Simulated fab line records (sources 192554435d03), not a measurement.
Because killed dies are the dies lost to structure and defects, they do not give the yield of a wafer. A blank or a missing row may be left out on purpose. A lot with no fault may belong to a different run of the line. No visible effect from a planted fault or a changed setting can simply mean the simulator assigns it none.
Matching of chambers ; flow n5Finfet ; N5_FIN_SAQP_MANDREL2_REMOVE_60 on rieSi-01 has 4 sister chambers
The step chemistry HBr/Cl2/O2, target a-Si, stops on SiNx, bt time 10 s. 8 wafers are shown with their chamber, then 8 later ones without.

WAFERS WITH THEIR CHAMBER
wafer;chamber;throttleValvePct (%);drypumpMotorCurrentA (A)
L077.5;2;36.64;5.4
L081.6;2;36.66;5.5
L082.1;1;37.21;6.3
L082.3;0;36.64;5.1
L084.3;3;37.40;6.0
L084.4;0;36.66;5.1
L084.6;3;37.42;6.0
L085.2;1;37.20;6.3

WAFERS WITHOUT THEIR CHAMBER
wafer;throttleValvePct (%);drypumpMotorCurrentA (A)
L085.4;36.68;5.4
L085.5;37.41;6.0
L089.1;37.42;6.0
L089.5;37.20;6.3
L089.6;36.66;5.1
L097.1;36.65;5.4
L097.3;37.19;6.4
L097.5;37.20;6.3

WHICH CHAMBER EACH WENT THROUGH
wafer;from the rows above;in truth
L085.4;2;2
L085.5;3;3
L089.1;3;3
L089.5;1;1
L089.6;0;0
L097.1;2;2
L097.3;1;1
L097.5;1;1
8 of 8 placed correctly. Left unplaced by these rows: 0. Placed wrongly: 0.
How it was worked out, from the rows above alone: a wafer's distance from a chamber is the root of the sum, over the readings, of the square of ((its reading less the chamber's mean) divided by the reading's scatter). The wafer belongs to the nearest chamber; if the next one is less than 2 further off, it can't be placed. Each chamber's mean is taken over the wafers shown for it. The scatter is the square root of a quotient: the sum, over the shown wafers, of each reading's squared deviation from its chamber's mean, divided by wafers minus chambers.
